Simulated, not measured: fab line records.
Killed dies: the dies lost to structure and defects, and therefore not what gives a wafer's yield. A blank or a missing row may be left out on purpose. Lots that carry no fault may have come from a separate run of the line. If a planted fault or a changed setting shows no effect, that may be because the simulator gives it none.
Matching of chambers ; flow n5Finfet ; pecvd-03 running N5_FIN_SAQP_PECVD_06: 3 sister chambers
The step deposits a-Si from SiH4/He, target thk 60 nm, time 48.1 s. 6 wafers are shown with their chamber, then 10 later ones without.

## EACH WAFER AND ITS CHAMBER
wafer;chamber;showerheadPlenumPTorr (Torr);throttleValvePct (%)
L082.1;1;5.60;18.9
L082.6;2;5.65;19.1
L087.2;1;5.57;18.8
L087.6;2;5.65;19.0
L088.2;0;5.68;18.5
L088.5;0;5.66;18.4

## WAFERS WHOSE CHAMBER IS MISSING
wafer;showerheadPlenumPTorr (Torr);throttleValvePct (%)
L088.6;5.58;18.8
L090.3;5.64;18.9
L090.5;5.56;18.7
L090.6;5.65;19.1
L094.1;5.65;19.0
L094.5;5.68;18.5
L094.6;5.64;19.1
L096.3;5.67;18.8
L096.4;5.66;18.5
L096.6;5.58;18.8

## CHAMBER TAKEN BY EACH
wafer;from the rows above;in truth
L088.6;1;1
L090.3;can't be placed: 2 or 1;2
L090.5;1;1
L090.6;2;2
L094.1;2;2
L094.5;0;0
L094.6;2;2
L096.3;can't be placed: 2 or 0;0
L096.4;0;0
L096.6;1;1
Placed correctly: 8 of 10. From these rows, 2 cannot be placed; in 2 the true chamber is one of the candidates. Placed wrongly: 0.
How it was worked out, from the rows above alone: a wafer's distance from a chamber is the root of the sum, over the readings, of the square of ((its reading less the chamber's mean) divided by the reading's scatter). If the next closest chamber is less than 2 further off than the closest, the wafer can't be placed; otherwise it belongs to the closest. For every chamber, the mean is computed from those of its wafers that are shown. The scatter: take each reading less its chamber's mean, square it, sum over the shown wafers, divide by the number of wafers less the number of chambers, and take the root.
